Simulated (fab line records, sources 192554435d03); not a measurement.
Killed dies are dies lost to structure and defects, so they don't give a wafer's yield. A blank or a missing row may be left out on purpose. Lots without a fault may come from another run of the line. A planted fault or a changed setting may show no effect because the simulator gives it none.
Chamber matching | flow n5_finfet | N5_BEOL_M0_SAQP_CUT_ETCH_46 on rie_diel-04: 4 sister chambers
The step etches SOC in N2/H2, target depth 135 nm, overetch 27 nm, time 202.5 s. 20 wafers are shown with their chamber, then 10 later ones without.

WAFERS WITH THEIR CHAMBER
wafer  | chamber | showerhead_plenum_p_Torr (Torr) | throttle_valve_pct (%) | rf_vpp_V (V)
L075.3 | 3       | 2.43                            | 17.63                  | 520.6
L075.4 | 2       | 2.59                            | 17.27                  | 524.7
L075.6 | 0       | 2.51                            | 18.12                  | 523.6
L074.1 | 1       | 2.34                            | 17.52                  | 516.9
L074.2 | 0       | 2.51                            | 18.13                  | 523.5
L074.3 | 3       | 2.43                            | 17.62                  | 518.6
L074.4 | 2       | 2.59                            | 17.29                  | 524.3
L074.5 | 3       | 2.43                            | 17.63                  | 520.2
L074.6 | 2       | 2.59                            | 17.32                  | 525.2
L076.1 | 0       | 2.51                            | 18.16                  | 522.9
L076.3 | 3       | 2.42                            | 17.63                  | 520.1
L076.5 | 0       | 2.51                            | 18.13                  | 523.4
L077.1 | 3       | 2.42                            | 17.62                  | 519.9
L077.2 | 0       | 2.51                            | 18.16                  | 523.8
L077.3 | 2       | 2.59                            | 17.32                  | 522.6
L078.1 | 3       | 2.42                            | 17.63                  | 520.5
L078.5 | 0       | 2.51                            | 18.15                  | 523.7
L078.6 | 3       | 2.42                            | 17.63                  | 521.7
L087.1 | 2       | 2.58                            | 17.33                  | 525.5
L087.4 | 3       | 2.41                            | 17.67                  | 519.8

SIGNATURES (means of the wafers above)
reading                  | chamber 0 | chamber 1 | chamber 2 | chamber 3 | scatter within a chamber
showerhead_plenum_p_Torr | 2.5100    | 2.3400    | 2.5880    | 2.4225    | 0.00518
throttle_valve_pct       | 18.1417   | 17.5200   | 17.3060   | 17.6325   | 0.019
rf_vpp_V                 | 523.483   | 516.900   | 524.460   | 520.175   | 0.829
Rule: a wafer's distance from a chamber is the root of the sum, over the readings, of the square of ((its reading less the chamber's mean) divided by the reading's scatter). The wafer belongs to the nearest chamber; if the next one is less than 2 further off, it can't be placed. The scatter: the root of (the sum of the squares of (reading less its chamber's mean) over the shown wafers, divided by (wafers less chambers)).

WAFERS WITHOUT THEIR CHAMBER
wafer  | showerhead_plenum_p_Torr (Torr) | throttle_valve_pct (%) | rf_vpp_V (V)
L087.5 | 2.50                            | 18.18                  | 522.5
L088.1 | 2.33                            | 17.54                  | 518.1
L088.2 | 2.58                            | 17.34                  | 525.2
L088.3 | 2.41                            | 17.66                  | 520.1
L088.4 | 2.50                            | 18.18                  | 521.6
L088.5 | 2.50                            | 18.18                  | 524.5
L088.6 | 2.33                            | 17.55                  | 516.4
L092.4 | 2.33                            | 17.52                  | 517.2
L092.5 | 2.33                            | 17.54                  | 519.1
L092.6 | 2.58                            | 17.33                  | 525.2

WHICH CHAMBER EACH WENT THROUGH
wafer  | from the rows above | in truth
L087.5 | 0                   | 0
L088.1 | 1                   | 1
L088.2 | 2                   | 2
L088.3 | 3                   | 3
L088.4 | 0                   | 0
L088.5 | 0                   | 0
L088.6 | 1                   | 1
L092.4 | 1                   | 1
L092.5 | 1                   | 1
L092.6 | 2                   | 2
Placed correctly: 10 of 10. Can't be placed from these rows: 0. Placed wrongly: 0.
